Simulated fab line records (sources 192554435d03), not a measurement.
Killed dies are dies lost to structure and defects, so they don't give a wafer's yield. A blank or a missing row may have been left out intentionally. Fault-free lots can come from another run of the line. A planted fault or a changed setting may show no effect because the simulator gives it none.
Matching of chambers -- flow n5-finfet -- rie-diel-05 running N5_MOL_CONTACT_COAG_VIA_ETCH_117: 4 sister chambers
The step etches SiO2 in C4F6/O2, target depth 40 nm, overetch 8 nm, time 26 s. 4 wafers are shown with their chamber, then 11 later ones without.

EACH WAFER AND ITS CHAMBER
wafer,chamber,rf-vpp-V (V)
L082.2,3,1551
L088.1,2,1584
L088.3,1,1589
L090.2,0,1482

WAFERS WITH NO CHAMBER GIVEN
wafer,rf-vpp-V (V)
L090.3,1587
L090.5,1480
L091.3,1583
L091.4,1550
L091.6,1589
L095.3,1483
L095.5,1481
L095.6,1588
L096.2,1482
L096.3,1587
L096.5,1549

CHAMBER TAKEN BY EACH
wafer,from the rows above,in truth
L090.3,can't be placed: 1 or 2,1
L090.5,0,0
L091.3,2,2
L091.4,3,3
L091.6,1,1
L095.3,0,0
L095.5,0,0
L095.6,1,1
L096.2,0,0
L096.3,can't be placed: 1 or 2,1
L096.5,3,3
9 of 11 placed correctly. Can't be placed from these rows: 2 (the true chamber is among the candidates in 2). Placed wrongly: 0.
How it was worked out, from the rows above alone: a wafer's distance from a chamber is the root of the sum, over the readings, of the square of ((its reading less the chamber's mean) divided by the reading's scatter). The wafer belongs to the nearest chamber; if the next one is less than 2 further off, it can't be placed. A chamber's mean is the mean of its shown wafers. The scatter: root of mean squared gap, hidden wafer to nearest shown wafer, with one shown wafer a chamber.
